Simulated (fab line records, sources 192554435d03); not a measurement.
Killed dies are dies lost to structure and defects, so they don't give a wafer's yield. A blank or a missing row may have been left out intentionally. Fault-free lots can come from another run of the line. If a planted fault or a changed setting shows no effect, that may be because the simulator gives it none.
Check for tools in common | flow n5Finfet | 13 lots, 39 wafers sampled

== THE REASON FOR OPENING IT ==
Flagged at N5_BEOL_M13_CD_MEAS_28: reading cdNm, on 1 of 13 lots. No-fault wafers: 210.0 nm, standard deviation 1.2.
Rule: flag the lot when none of its wafers has a number, or when each of its wafers that has one lies beyond 4 standard deviations from that mean. The other lots count as sound.

lot  | measured     | on       | cdNm (nm), wafer by wafer | flag
L368 | day 11 06:41 | cdSem-01 | 208.6 208.4 208.0         | 
L370 | day 11 12:42 | cdSem-03 | 208.5 211.0 209.8         | 
L371 | day 11 20:39 | cdSem-03 | 209.6 207.5 208.2         | 
L372 | day 12 05:22 | cdSem-02 | 209.0 210.9 209.8         | 
L373 | day 12 12:55 | cdSem-02 | 212.9 209.3 212.3         | 
L375 | day 13 00:06 | cdSem-01 | 210.4 209.0 208.7         | 
L374 | day 13 03:46 | cdSem-03 | 210.9 212.6 209.8         | 
L376 | day 13 12:43 | cdSem-03 | 210.4 209.8 211.1         | 
L378 | day 13 22:05 | cdSem-03 | 210.5 210.6 211.4         | 
L379 | day 13 23:01 | cdSem-03 | 209.8 210.6 210.3         | 
L380 | day 14 09:11 | cdSem-03 | 210.3 210.2 211.3         | 
L383 | day 15 03:05 | cdSem-01 | 354.1 286.7 318.4         | FLAGGED
L391 | day 18 02:03 | cdSem-02 | 210.7 211.2 209.9         | 
On average the flagged lots' numbers are 319.7 nm, which is +109.7 nm against the usual, or +91 standard deviations.

== WHICH TOOL RAN EACH LOT ==
The record keeps 1 process step preceding the reading, out of 1938 steps on the route. In each cell: the tool, then ch and the chambers that the sampled wafers went through, then the start.
lot  | flag    | N5_BEOL_M13_EXPOSE_25
L368 |         | krfScanner-02 ch 0, day 11 06:31
L370 |         | krfScanner-01 ch 0, day 11 12:32
L371 |         | krfScanner-02 ch 0, day 11 20:29
L372 |         | krfScanner-02 ch 0, day 12 05:12
L373 |         | krfScanner-02 ch 0, day 12 12:44
L375 |         | krfScanner-01 ch 0, day 12 23:56
L374 |         | krfScanner-01 ch 0, day 13 03:36
L376 |         | krfScanner-01 ch 0, day 13 12:32
L378 |         | krfScanner-01 ch 0, day 13 21:55
L379 |         | krfScanner-02 ch 0, day 13 22:51
L380 |         | krfScanner-02 ch 0, day 14 09:01
L383 | FLAGGED | krfScanner-02 ch 0, day 15 02:55
L391 |         | krfScanner-01 ch 0, day 18 01:53
What these steps do:
- N5_BEOL_M13_EXPOSE_25: exposes mask M13, target cd 210 nm.
- N5_BEOL_M13_CD_MEAS_28: target cd 209.5 nm.

== FLAGGED AGAINST TOTAL, ONE TOOL AT A TIME (gauges that did the reading follow at the end) ==
step                   | tool          | lots run | flagged | share of the flagged lots | sound lots run after its first flagged lot
N5_BEOL_M13_EXPOSE_25  | krfScanner-01 | 6        | 0       | none                      | -
N5_BEOL_M13_EXPOSE_25  | krfScanner-02 | 7        | 1       | all                       | 0
N5_BEOL_M13_CD_MEAS_28 | cdSem-01      | 3        | 1       | all                       | 0
N5_BEOL_M13_CD_MEAS_28 | cdSem-02      | 3        | 0       | none                      | -
N5_BEOL_M13_CD_MEAS_28 | cdSem-03      | 7        | 0       | none                      | -

== WHAT THE TABLE PERMITS ==
In 2 table rows, all flagged lots were run: krfScanner-02 (N5_BEOL_M13_EXPOSE_25), cdSem-01 (N5_BEOL_M13_CD_MEAS_28).
- krfScanner-02 at N5_BEOL_M13_EXPOSE_25: 1 of its 7 lots flagged. It ran its last sound lot, L380, at day 14 09:01 and its first flagged lot, L383, at day 15 02:55: a fault with its onset between the two fits.
- cdSem-01 at N5_BEOL_M13_CD_MEAS_28: 1 of its 3 lots flagged. It ran its last sound lot, L375, at day 13 00:06 and its first flagged lot, L383, at day 15 03:05: a fault with its onset between the two fits.
These 2 tools cannot be told apart by counting lots, since each of them fits a fault that started at some hour. More lots, or a look at what each step does to the wafer, might.

== WHAT THE SIMULATOR HAD PUT IN ==
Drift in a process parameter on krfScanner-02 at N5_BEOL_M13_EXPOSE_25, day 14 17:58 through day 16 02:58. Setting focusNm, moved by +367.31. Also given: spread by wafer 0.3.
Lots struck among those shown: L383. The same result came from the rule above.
